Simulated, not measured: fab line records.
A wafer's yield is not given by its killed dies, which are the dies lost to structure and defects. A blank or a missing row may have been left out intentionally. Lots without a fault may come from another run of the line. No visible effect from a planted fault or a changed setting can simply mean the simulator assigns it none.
Problem report, 8D (eight disciplines) form, completed by code | flow n5-finfet | the parts of the form that need people (team, actions taken, sign-off) are left out

## 1. THE PROBLEM
At N5_MOL_CONTACT_COAG_ANNEAL_112, wafer_temp_C_max averages 390.8 over 9 wafers from 3 lots, while fault-free wafers read 401.9, standard deviation 0.44. Measured from the usual mean, that is -25 standard deviations.
The step: time 1800 s.
First observed at day 7 11:35: wafer L957.3, on hp-anneal-01. The record has a number at this step for 21 wafers belonging to 7 lots. Rule for "out" (also "out of limits"): further than 4 standard deviations from the usual mean. The rest of the wafers with a number are treated as sound.

## 2. WHAT IT IS, AND WHAT IT ISN'T
question                    | is                                                                                                         | is not
which readings at this step | wafer_temp_C_max, spike-tc-bottom-C, spike-tc-centre-C, spike-tc-lower-C, spike-tc-top-C, spike-tc-upper-C | -
which lots                  | L957, L958, L959                                                                                           | L950, L954, L971, L972
which wafers of those lots  | all that have a number                                                                                     | -
read on which tools         | hp-anneal-01                                                                                               | -
when                        | from day 7 11:35                                                                                           | up to then (6 sound wafers); but 6 sound wafers of L971, L972 came after

## 3. THE SUSPECTS, EACH WITH WHAT RULES IT OUT
Counting: any tool at a process step up to the reading is kept as a suspect provided that every lot that is out went through it and no sound lot did after the first of them.
- plasma-asher-02 at N5_MOL_CONTACT_COAG_STRIP_49 (strips in N2/H2, time 30 s): ruled out as a lasting fault. The sound lots L971, L972 went through it after L957, its earliest lot that is out (day 7 10:41).
- hp-anneal-01 at N5_MOL_CONTACT_COAG_ANNEAL_112 (time 1800 s): ruled out as a lasting fault. The sound lots L971, L972 went through it after L957, its earliest lot that is out (day 7 11:35).
Left after counting: nothing in the record.

## 4. THE CAUSE (what the simulator had put in)
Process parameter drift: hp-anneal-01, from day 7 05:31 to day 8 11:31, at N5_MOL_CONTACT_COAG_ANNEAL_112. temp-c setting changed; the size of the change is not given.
Counting ruled it out, wrongly.

## 5. SEQUENCE OF EFFECTS, ordered by route
Rows list readings where the struck wafers' mean (over those with a number) sits beyond 3 standard deviations from the usual. Readings are gone through only where the record gives a usual standard deviation; hours: the median, over the lots, of the time from a lot's start at the first step in this table giving one to that lot's start at this step; sigmas: the change measured in usual standard deviations.
hours | step                           | reading               | usual   | on struck wafers | change | sigmas
0     | N5_MOL_CONTACT_COAG_ANNEAL_112 | spike-tc-bottom-C     | 423.8 C | 412.7            | -11.1  | -10
0     | N5_MOL_CONTACT_COAG_ANNEAL_112 | spike-tc-centre-C     | 400.0 C | 388.2            | -11.8  | -12
0     | N5_MOL_CONTACT_COAG_ANNEAL_112 | spike-tc-lower-C      | 399.4 C | 388.3            | -11.1  | -12
0     | N5_MOL_CONTACT_COAG_ANNEAL_112 | spike-tc-top-C        | 426.2 C | 415.1            | -11.1  | -11
0     | N5_MOL_CONTACT_COAG_ANNEAL_112 | spike-tc-upper-C      | 399.1 C | 388.0            | -11.1  | -12
0     | N5_MOL_CONTACT_COAG_ANNEAL_112 | wafer_temp_C_max      | 401.9   | 390.8            | -11.1  | -25
0     | N5_MOL_CONTACT_COAG_ANNEAL_112 | zone-power-bottom-pct | 14.84 % | 14.26            | -0.58  | -3.6
0     | N5_MOL_CONTACT_COAG_ANNEAL_112 | zone-power-centre-pct | 8.97 %  | 8.66             | -0.31  | -3.6
0     | N5_MOL_CONTACT_COAG_ANNEAL_112 | zone-power-lower-pct  | 8.26 %  | 7.95             | -0.31  | -3.6
0     | N5_MOL_CONTACT_COAG_ANNEAL_112 | zone-power-top-pct    | 20.60 % | 19.91            | -0.69  | -3.5
0     | N5_MOL_CONTACT_COAG_ANNEAL_112 | zone-power-upper-pct  | 9.82 %  | 9.46             | -0.36  | -3.8
Its process steps:
- N5_MOL_CONTACT_COAG_ANNEAL_112: time 1800 s.
Later steps that measure or inspect, where all struck wafers having a row at the step show a number for every such reading and not one has moved that far: N5_MOL_CONTACT_COAG_INSPECT_97, N5_BEOL_M4_RC_MEAS_101.

## 6. HOW IT WOULD HAVE BEEN CAUGHT EARLIER
In this record the first reading out of limits was taken at day 7 11:35, 6 hours after the fault began at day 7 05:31.
